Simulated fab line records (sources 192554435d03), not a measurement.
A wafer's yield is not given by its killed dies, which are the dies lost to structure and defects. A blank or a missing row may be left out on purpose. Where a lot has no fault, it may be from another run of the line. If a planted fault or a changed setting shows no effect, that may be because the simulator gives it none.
Matching of chambers / flow n5_finfet / 4 sister chambers for N5_BEOL_M3_VIA_ETCH_34 on rie_diel-03
The step etches the open film in C4F6/O2, target depth 69.4 nm, time 65.9 s. 4 wafers are shown with their chamber, then 10 later ones without.

## WAFERS WITH THEIR CHAMBER
wafer=L085.2; chamber=1; drypump_motor_current_A (A)=5.59
wafer=L090.2; chamber=2; drypump_motor_current_A (A)=5.72
wafer=L092.1; chamber=0; drypump_motor_current_A (A)=6.28
wafer=L092.2; chamber=3; drypump_motor_current_A (A)=5.78

## WAFERS WITHOUT THEIR CHAMBER
wafer=L092.5; drypump_motor_current_A (A)=5.58
wafer=L093.1; drypump_motor_current_A (A)=5.67
wafer=L093.3; drypump_motor_current_A (A)=5.60
wafer=L093.4; drypump_motor_current_A (A)=6.26
wafer=L095.1; drypump_motor_current_A (A)=6.28
wafer=L095.2; drypump_motor_current_A (A)=5.62
wafer=L095.3; drypump_motor_current_A (A)=5.77
wafer=L097.2; drypump_motor_current_A (A)=6.27
wafer=L097.4; drypump_motor_current_A (A)=5.58
wafer=L097.5; drypump_motor_current_A (A)=5.80

## THE CHAMBER EACH PASSED THROUGH
wafer=L092.5; from the rows above=1; in truth=1
wafer=L093.1; from the rows above=can't be placed: 2 or 1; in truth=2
wafer=L093.3; from the rows above=1; in truth=1
wafer=L093.4; from the rows above=0; in truth=0
wafer=L095.1; from the rows above=0; in truth=0
wafer=L095.2; from the rows above=1; in truth=1
wafer=L095.3; from the rows above=can't be placed: 3 or 2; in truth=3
wafer=L097.2; from the rows above=0; in truth=0
wafer=L097.4; from the rows above=1; in truth=1
wafer=L097.5; from the rows above=3; in truth=3
Correctly placed: 8 of 10. Unplaceable from these rows: 2, with the true chamber sitting among the candidates in 2. Wrongly placed: 0.
How it was worked out, from the rows above alone: a wafer's distance from a chamber is the root of the sum, over the readings, of the square of ((its reading less the chamber's mean) divided by the reading's scatter). The wafer belongs to the nearest chamber; if the next one is less than 2 further off, it can't be placed. A chamber's mean is the mean of its shown wafers. The scatter (one wafer shown for each chamber): square how far every hidden wafer sits from the nearest shown wafer, average those squares and take the square root.
